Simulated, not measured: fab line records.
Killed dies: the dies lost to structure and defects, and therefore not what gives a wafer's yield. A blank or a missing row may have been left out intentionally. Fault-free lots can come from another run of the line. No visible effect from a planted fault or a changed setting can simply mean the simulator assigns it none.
The tool behind it: which one? :: flow n5-finfet :: 8 lots, 24 wafers sampled, at 7 steps of a route of 1938

WHAT EACH GAUGE READ, for each wafer
N5_BEOL_M0_SAQP_CD_MEAS_40: the cd target is 30 nm. Usual: cd-nm at 30.07 nm, with a standard deviation of 0.28.
lot: L537
measured: day 7 02:35
on: cd-sem-03
cd-nm (nm): 29.64 30.00 29.75
flag: 

lot: L538
measured: day 7 02:38
on: cd-sem-01
cd-nm (nm): 29.84 29.92 29.81
flag: 

lot: L540
measured: day 7 17:23
on: cd-sem-03
cd-nm (nm): 29.83 29.62 29.96
flag: 

lot: L541
measured: day 7 21:40
on: cd-sem-01
cd-nm (nm): 30.25 29.70 30.07
flag: 

lot: L551
measured: day 10 11:29
on: cd-sem-02
cd-nm (nm): 30.18 30.36 29.91
flag: 

lot: L553
measured: day 10 22:50
on: cd-sem-03
cd-nm (nm): 30.27 30.06 30.52
flag: 

lot: L554
measured: day 11 13:15
on: cd-sem-02
cd-nm (nm): 30.45 30.32 30.36
flag: 

lot: L555
measured: day 11 15:05
on: cd-sem-02
cd-nm (nm): 30.01 30.09 30.04
flag: 

N5_BEOL_M0_SAQP_INSPECT_42: inspects for defects (brightfield). Usual: raw-defect-count at 324, with a standard deviation of 98.
lot: L537
measured: day 7 02:40
on: defect-inspect-02
raw-defect-count: 240 276 337
flag: 

lot: L538
measured: day 7 02:43
on: defect-inspect-01
raw-defect-count: 1261 1064 1076
flag: OFF

lot: L540
measured: day 7 17:28
on: defect-inspect-02
raw-defect-count: 974 904 1032
flag: OFF

lot: L541
measured: day 7 21:46
on: defect-inspect-02
raw-defect-count: 1036 1017 1068
flag: OFF

lot: L551
measured: day 10 11:34
on: defect-inspect-02
raw-defect-count: 331 188 191
flag: 

lot: L553
measured: day 10 22:56
on: defect-inspect-01
raw-defect-count: 247 313 423
flag: 

lot: L554
measured: day 11 13:20
on: defect-inspect-01
raw-defect-count: 297 380 174
flag: 

lot: L555
measured: day 11 15:10
on: defect-inspect-01
raw-defect-count: 214 328 366
flag: 

N5_BEOL_M0_CUTY_INSPECT_59: inspects for defects (macro). Usual: raw-defect-count at 2.0, with a standard deviation of 1.6.
lot: L537
measured: day 7 04:04
on: defect-inspect-01
raw-defect-count: 2 0 2
flag: 

lot: L538
measured: day 7 04:32
on: defect-inspect-01
raw-defect-count: >300 >300 >300
flag: OFF

lot: L540
measured: day 7 18:52
on: defect-inspect-02
raw-defect-count: >300 >300 >300
flag: OFF

lot: L541
measured: day 7 23:20
on: defect-inspect-01
raw-defect-count: >300 >300 >300
flag: OFF

lot: L551
measured: day 10 13:23
on: defect-inspect-01
raw-defect-count: 4 2 1
flag: 

lot: L553
measured: day 11 00:41
on: defect-inspect-02
raw-defect-count: 0 4 0
flag: 

lot: L554
measured: day 11 15:14
on: defect-inspect-02
raw-defect-count: 1 3 3
flag: 

lot: L555
measured: day 11 16:57
on: defect-inspect-01
raw-defect-count: 2 1 0
flag: 

N5_BEOL_M4_RC_MEAS_101. Usual: DIBL_N 36.0 mV/V, standard deviation 2.5; DIBL_P 36.3 mV/V, standard deviation 2.8; IOFF_N 0.16 nA/um, standard deviation 0.042; IOFF_P 0.21 nA/um, standard deviation 0.045; ION_N 673 uA/um, standard deviation 15; ION_P 463 uA/um, standard deviation 8.1; SS_N 71.4 mV/dec, standard deviation 0.73; SS_P 73.3 mV/dec, standard deviation 0.92; VT_N 251 mV, standard deviation 4.1; VT_P -250 mV, standard deviation 3.4.
lot: L537
measured: day 9 03:45
on: prober-01
DIBL_N (mV/V): 37.0 32.8 33.5
DIBL_P (mV/V): 38.0 33.0 33.6
IOFF_N (nA/um): 0.18 0.11 0.11
IOFF_P (nA/um): 0.22 0.16 0.16
ION_N (uA/um): 679 667 654
ION_P (uA/um): 462 458 454
SS_N (mV/dec): 71.9 70.5 70.8
SS_P (mV/dec): 74.2 72.3 73.0
VT_N (mV): 247 255 255
VT_P (mV): -251 -254 -252
flag: 

lot: L538
measured: day 9 09:12
on: prober-01
DIBL_N (mV/V): 34.9 38.7 33.5
DIBL_P (mV/V): 36.7 41.8 35.7
IOFF_N (nA/um): 0.14 0.22 0.13
IOFF_P (nA/um): 0.19 0.27 0.19
ION_N (uA/um): 651 687 681
ION_P (uA/um): 447 470 466
SS_N (mV/dec): 70.6 72.4 71.0
SS_P (mV/dec): 73.5 75.0 72.7
VT_N (mV): 250 247 251
VT_P (mV): -250 -250 -251
flag: 

lot: L540
measured: day 9 21:40
on: prober-01
DIBL_N (mV/V): 36.0 37.7 36.6
DIBL_P (mV/V): 36.3 38.7 37.0
IOFF_N (nA/um): 0.17 0.19 0.18
IOFF_P (nA/um): 0.19 0.24 0.20
ION_N (uA/um): 679 670 675
ION_P (uA/um): 455 459 452
SS_N (mV/dec): 71.6 72.0 71.2
SS_P (mV/dec): 74.0 74.3 74.5
VT_N (mV): 248 248 246
VT_P (mV): -254 -252 -252
flag: 

lot: L541
measured: day 10 01:33
on: prober-01
DIBL_N (mV/V): 34.2 36.0 34.7
DIBL_P (mV/V): 35.2 37.6 36.7
IOFF_N (nA/um): 0.16 0.18 0.15
IOFF_P (nA/um): 0.23 0.27 0.25
ION_N (uA/um): 682 687 667
ION_P (uA/um): 471 472 469
SS_N (mV/dec): 70.8 71.3 71.9
SS_P (mV/dec): 72.9 74.4 72.9
VT_N (mV): 246 248 253
VT_P (mV): -246 -245 -248
flag: 

lot: L551
measured: day 12 23:50
on: prober-02
DIBL_N (mV/V): 37.8 37.6 41.4
DIBL_P (mV/V): 37.4 36.8 42.1
IOFF_N (nA/um): 0.16 0.15 0.22
IOFF_P (nA/um): 0.20 0.19 0.28
ION_N (uA/um): 669 669 677
ION_P (uA/um): 454 452 463
SS_N (mV/dec): 71.5 71.2 73.0
SS_P (mV/dec): 73.2 72.4 73.5
VT_N (mV): 250 252 248
VT_P (mV): -253 -254 -248
flag: 

lot: L553
measured: day 13 04:50
on: prober-01
DIBL_N (mV/V): 39.0 35.4 38.2
DIBL_P (mV/V): 39.9 35.2 38.7
IOFF_N (nA/um): 0.23 0.15 0.19
IOFF_P (nA/um): 0.25 0.18 0.23
ION_N (uA/um): 691 669 692
ION_P (uA/um): 460 452 466
SS_N (mV/dec): 73.0 71.5 72.7
SS_P (mV/dec): 74.0 73.2 74.3
VT_N (mV): 245 253 250
VT_P (mV): -250 -254 -251
flag: 

lot: L554
measured: day 13 11:44
on: prober-01
DIBL_N (mV/V): 38.9 36.7 39.7
DIBL_P (mV/V): 42.2 38.1 42.3
IOFF_N (nA/um): 0.22 0.17 0.23
IOFF_P (nA/um): 0.32 0.25 0.32
ION_N (uA/um): 692 676 701
ION_P (uA/um): 476 470 472
SS_N (mV/dec): 71.6 71.0 71.7
SS_P (mV/dec): 74.1 72.9 74.1
VT_N (mV): 246 248 241
VT_P (mV): -242 -247 -243
flag: 

lot: L555
measured: day 13 22:22
on: prober-02
DIBL_N (mV/V): 37.7 33.0 34.5
DIBL_P (mV/V): 39.1 32.4 34.2
IOFF_N (nA/um): 0.19 0.10 0.13
IOFF_P (nA/um): 0.27 0.17 0.19
ION_N (uA/um): 683 649 669
ION_P (uA/um): 477 458 467
SS_N (mV/dec): 71.8 69.8 71.2
SS_P (mV/dec): 73.7 72.1 73.2
VT_N (mV): 248 256 253
VT_P (mV): -245 -256 -251
flag: 

TOOL THAT RAN EACH LOT (tool first, then ch and the chambers of the sampled wafers, then the start)
lot: L537
N5_BEOL_M0_SAQP_SPACER1_ETCHBACK_99: rie-diel-06 ch 0,2,3, day 6 20:18
N5_BEOL_M0_SAQP_MANDREL_ETCH_103: rie-si-06 ch 0,1,3, day 6 20:45
N5_BEOL_M0_SAQP_DESCUM_45: rie-diel-04 ch 1,2,3, day 7 02:42

lot: L538
N5_BEOL_M0_SAQP_SPACER1_ETCHBACK_99: rie-diel-06 ch 0,3, day 6 23:39
N5_BEOL_M0_SAQP_MANDREL_ETCH_103: rie-si-06 ch 0,1,3, day 7 00:01
N5_BEOL_M0_SAQP_DESCUM_45: rie-diel-06 ch 0,3, day 7 02:45

lot: L540
N5_BEOL_M0_SAQP_SPACER1_ETCHBACK_99: rie-diel-06 ch 0,2, day 7 15:07
N5_BEOL_M0_SAQP_MANDREL_ETCH_103: rie-si-01 ch 0,1,2, day 7 15:29
N5_BEOL_M0_SAQP_DESCUM_45: rie-diel-04 ch 0,1,2, day 7 17:30

lot: L541
N5_BEOL_M0_SAQP_SPACER1_ETCHBACK_99: rie-diel-06 ch 0,2,3, day 7 19:15
N5_BEOL_M0_SAQP_MANDREL_ETCH_103: rie-si-05 ch 0,2,3, day 7 19:40
N5_BEOL_M0_SAQP_DESCUM_45: rie-diel-06 ch 0,3, day 7 21:59

lot: L551
N5_BEOL_M0_SAQP_SPACER1_ETCHBACK_99: rie-diel-06 ch 0,2, day 10 09:05
N5_BEOL_M0_SAQP_MANDREL_ETCH_103: rie-si-01 ch 1,3, day 10 09:27
N5_BEOL_M0_SAQP_DESCUM_45: rie-diel-06 ch 0,3, day 10 11:52

lot: L553
N5_BEOL_M0_SAQP_SPACER1_ETCHBACK_99: rie-diel-06 ch 0,1,2, day 10 20:15
N5_BEOL_M0_SAQP_MANDREL_ETCH_103: rie-si-05 ch 0,1,3, day 10 20:37
N5_BEOL_M0_SAQP_DESCUM_45: rie-diel-06 ch 1,2,3, day 10 23:20

lot: L554
N5_BEOL_M0_SAQP_SPACER1_ETCHBACK_99: rie-diel-06 ch 0,2, day 11 10:47
N5_BEOL_M0_SAQP_MANDREL_ETCH_103: rie-si-06 ch 0,1,3, day 11 11:10
N5_BEOL_M0_SAQP_DESCUM_45: rie-diel-04 ch 0,2,3, day 11 13:52

lot: L555
N5_BEOL_M0_SAQP_SPACER1_ETCHBACK_99: rie-diel-06 ch 0,2, day 11 12:11
N5_BEOL_M0_SAQP_MANDREL_ETCH_103: rie-si-05 ch 1,2, day 11 12:49
N5_BEOL_M0_SAQP_DESCUM_45: rie-diel-06 ch 1,2, day 11 15:26
- N5_BEOL_M0_SAQP_SPACER1_ETCHBACK_99: etches SiO2 in CHF3/O2, target depth 15.4 nm, time 7.7 s.
- N5_BEOL_M0_SAQP_MANDREL_ETCH_103: etches a-Si in HBr/Cl2, stops on SiCN, target depth 45 nm, bt time 10 s, time 27 s.
- N5_BEOL_M0_SAQP_DESCUM_45: chemistry O2, time 7 s.

AS READ BY THE TOOLS THEMSELVES (means over the sampled wafers that have a number; for cases with no such wafer, the mark the record gives instead)
N5_BEOL_M0_SAQP_SPACER1_ETCHBACK_99. Usual: for drypump-motor-current-A, 6.0 A with a standard deviation of 0.55; for oes_o_777_au, 0.77 a.u. with a standard deviation of 0.08; for oes-product-au, 0.76 a.u. with a standard deviation of 0.08; for rf-fwd-power-W, 645.5 W with a standard deviation of 2.2; for rf-vpp-V, 523 V with a standard deviation of 19; for showerhead-plenum-p-Torr, 2.38 Torr with a standard deviation of 0.07; for throttle-valve-pct, 18.97 % with a standard deviation of 0.21.
lot: L537
tool: rie-diel-06
drypump-motor-current-A (A): 5.9
oes_o_777_au (a.u.): 0.74
oes-product-au (a.u.): 0.74
rf-fwd-power-W (W): 646.1
rf-vpp-V (V): 518
showerhead-plenum-p-Torr (Torr): 2.37
throttle-valve-pct (%): 19.05
flag: 

lot: L538
tool: rie-diel-06
drypump-motor-current-A (A): 6.3
oes_o_777_au (a.u.): 0.77
oes-product-au (a.u.): 0.76
rf-fwd-power-W (W): 645.9
rf-vpp-V (V): 515
showerhead-plenum-p-Torr (Torr): 2.39
throttle-valve-pct (%): 19.05
flag: 

lot: L540
tool: rie-diel-06
drypump-motor-current-A (A): 5.7
oes_o_777_au (a.u.): 0.78
oes-product-au (a.u.): 0.77
rf-fwd-power-W (W): 642.4
rf-vpp-V (V): 504
showerhead-plenum-p-Torr (Torr): 2.43
throttle-valve-pct (%): 19.11
flag: 

lot: L541
tool: rie-diel-06
drypump-motor-current-A (A): 5.9
oes_o_777_au (a.u.): 0.74
oes-product-au (a.u.): 0.74
rf-fwd-power-W (W): 643.9
rf-vpp-V (V): 517
showerhead-plenum-p-Torr (Torr): 2.36
throttle-valve-pct (%): 19.06
flag: 

lot: L551
tool: rie-diel-06
drypump-motor-current-A (A): 5.7
oes_o_777_au (a.u.): 0.76
oes-product-au (a.u.): 0.75
rf-fwd-power-W (W): 646.6
rf-vpp-V (V): 504
showerhead-plenum-p-Torr (Torr): 2.42
throttle-valve-pct (%): 19.14
flag: 

lot: L553
tool: rie-diel-06
drypump-motor-current-A (A): 5.7
oes_o_777_au (a.u.): 0.83
oes-product-au (a.u.): 0.81
rf-fwd-power-W (W): 645.5
rf-vpp-V (V): 514
showerhead-plenum-p-Torr (Torr): 2.39
throttle-valve-pct (%): 19.01
flag: 

lot: L554
tool: rie-diel-06
drypump-motor-current-A (A): 5.3
oes_o_777_au (a.u.): 0.73
oes-product-au (a.u.): 0.72
rf-fwd-power-W (W): 646.7
rf-vpp-V (V): 506
showerhead-plenum-p-Torr (Torr): 2.39
throttle-valve-pct (%): 19.16
flag: 

lot: L555
tool: rie-diel-06
drypump-motor-current-A (A): 5.7
oes_o_777_au (a.u.): 0.75
oes-product-au (a.u.): 0.74
rf-fwd-power-W (W): 645.7
rf-vpp-V (V): 503
showerhead-plenum-p-Torr (Torr): 2.42
throttle-valve-pct (%): 19.16
flag: 

N5_BEOL_M0_SAQP_MANDREL_ETCH_103. Usual: drypump-motor-current-A 5.9 A, standard deviation 0.41; oes-product-au 0.679 a.u., standard deviation 0.011; rf-fwd-power-W 794 W, standard deviation 3; throttle-valve-pct 35.4 %, standard deviation 0.38.
lot: L537
tool: rie-si-06
drypump-motor-current-A (A): 6.0
oes-product-au (a.u.): 0.667
rf-fwd-power-W (W): 793
throttle-valve-pct (%): 35.3
flag: 

lot: L538
tool: rie-si-06
drypump-motor-current-A (A): 6.0
oes-product-au (a.u.): 0.680
rf-fwd-power-W (W): 793
throttle-valve-pct (%): 35.3
flag: 

lot: L540
tool: rie-si-01
drypump-motor-current-A (A): 5.7
oes-product-au (a.u.): 0.689
rf-fwd-power-W (W): 796
throttle-valve-pct (%): 35.3
flag: 

lot: L541
tool: rie-si-05
drypump-motor-current-A (A): 6.0
oes-product-au (a.u.): 0.675
rf-fwd-power-W (W): 793
throttle-valve-pct (%): 35.7
flag: 

lot: L551
tool: rie-si-01
drypump-motor-current-A (A): 6.2
oes-product-au (a.u.): 0.677
rf-fwd-power-W (W): 793
throttle-valve-pct (%): 35.2
flag: 

lot: L553
tool: rie-si-05
drypump-motor-current-A (A): 5.8
oes-product-au (a.u.): 0.686
rf-fwd-power-W (W): 797
throttle-valve-pct (%): 35.3
flag: 

lot: L554
tool: rie-si-06
drypump-motor-current-A (A): 6.0
oes-product-au (a.u.): 0.670
rf-fwd-power-W (W): 791
throttle-valve-pct (%): 35.3
flag: 

lot: L555
tool: rie-si-05
drypump-motor-current-A (A): 5.6
oes-product-au (a.u.): 0.691
rf-fwd-power-W (W): 797
throttle-valve-pct (%): 35.5
flag: 

N5_BEOL_M0_SAQP_DESCUM_45. Usual: drypump-motor-current-A 6.0 A, standard deviation 0.58; oes-product-au 0.76 a.u., standard deviation 0.08; rf-fwd-power-W 49.40 W, standard deviation 0.18; rf-vpp-V 242.9 V, standard deviation 1.3; showerhead-plenum-p-Torr 2.07 Torr, standard deviation 0.061; throttle-valve-pct 20.52 %, standard deviation 0.23.
lot: L537
tool: rie-diel-04
drypump-motor-current-A (A): 5.7
oes-product-au (a.u.): 0.84
rf-fwd-power-W (W): 49.37
rf-vpp-V (V): 242.4
showerhead-plenum-p-Torr (Torr): 2.08
throttle-valve-pct (%): 20.58
flag: 

lot: L538
tool: rie-diel-06
drypump-motor-current-A (A): 6.3
oes-product-au (a.u.): 0.76
rf-fwd-power-W (W): 49.31
rf-vpp-V (V): 242.3
showerhead-plenum-p-Torr (Torr): 2.06
throttle-valve-pct (%): 20.50
flag: 

lot: L540
tool: rie-diel-04
drypump-motor-current-A (A): 6.0
oes-product-au (a.u.): 0.82
rf-fwd-power-W (W): 49.54
rf-vpp-V (V): 241.6
showerhead-plenum-p-Torr (Torr): 2.05
throttle-valve-pct (%): 20.39
flag: 

lot: L541
tool: rie-diel-06
drypump-motor-current-A (A): 6.3
oes-product-au (a.u.): 0.75
rf-fwd-power-W (W): 49.38
rf-vpp-V (V): 241.9
showerhead-plenum-p-Torr (Torr): 2.06
throttle-valve-pct (%): 20.50
flag: 

lot: L551
tool: rie-diel-06
drypump-motor-current-A (A): 6.6
oes-product-au (a.u.): 0.71
rf-fwd-power-W (W): 49.56
rf-vpp-V (V): 242.5
showerhead-plenum-p-Torr (Torr): 2.01
throttle-valve-pct (%): 20.52
flag: 

lot: L553
tool: rie-diel-06
drypump-motor-current-A (A): 5.9
oes-product-au (a.u.): 0.77
rf-fwd-power-W (W): 49.34
rf-vpp-V (V): 242.0
showerhead-plenum-p-Torr (Torr): 2.03
throttle-valve-pct (%): 20.56
flag: 

lot: L554
tool: rie-diel-04
drypump-motor-current-A (A): 5.7
oes-product-au (a.u.): 0.75
rf-fwd-power-W (W): 49.46
rf-vpp-V (V): 243.7
showerhead-plenum-p-Torr (Torr): 2.09
throttle-valve-pct (%): 20.50
flag: 

lot: L555
tool: rie-diel-06
drypump-motor-current-A (A): 5.3
oes-product-au (a.u.): 0.76
rf-fwd-power-W (W): 49.19
rf-vpp-V (V): 242.8
showerhead-plenum-p-Torr (Torr): 2.06
throttle-valve-pct (%): 20.64
flag: 

THE ANSWER, worked out from the rows above alone
Rule: a lot counts as off when the mean over its wafers that have a number is more than 3 standard deviations away from the usual mean. A lot without any number at a reading at which 4 lots or more have one is off too. All remaining lots with rows at the step are treated as sound. First the gauges in route order, then the tools' own readings, where a lot's mean is used as printed above. At the first step where some lot is off, the reading lying furthest off is the one used; lots without a number count as furthest.
Off: L538, L540, L541, at N5_BEOL_M0_SAQP_INSPECT_42 (raw-defect-count).
If a tool, at a process step before that reading, ran all the lots that are off and no sound lot after the first of them, it fits. The gauges at N5_BEOL_M0_SAQP_INSPECT_42 are tried like those tools. None of those tried fits.

WHAT HAD BEEN PUT IN BY THE SIMULATOR
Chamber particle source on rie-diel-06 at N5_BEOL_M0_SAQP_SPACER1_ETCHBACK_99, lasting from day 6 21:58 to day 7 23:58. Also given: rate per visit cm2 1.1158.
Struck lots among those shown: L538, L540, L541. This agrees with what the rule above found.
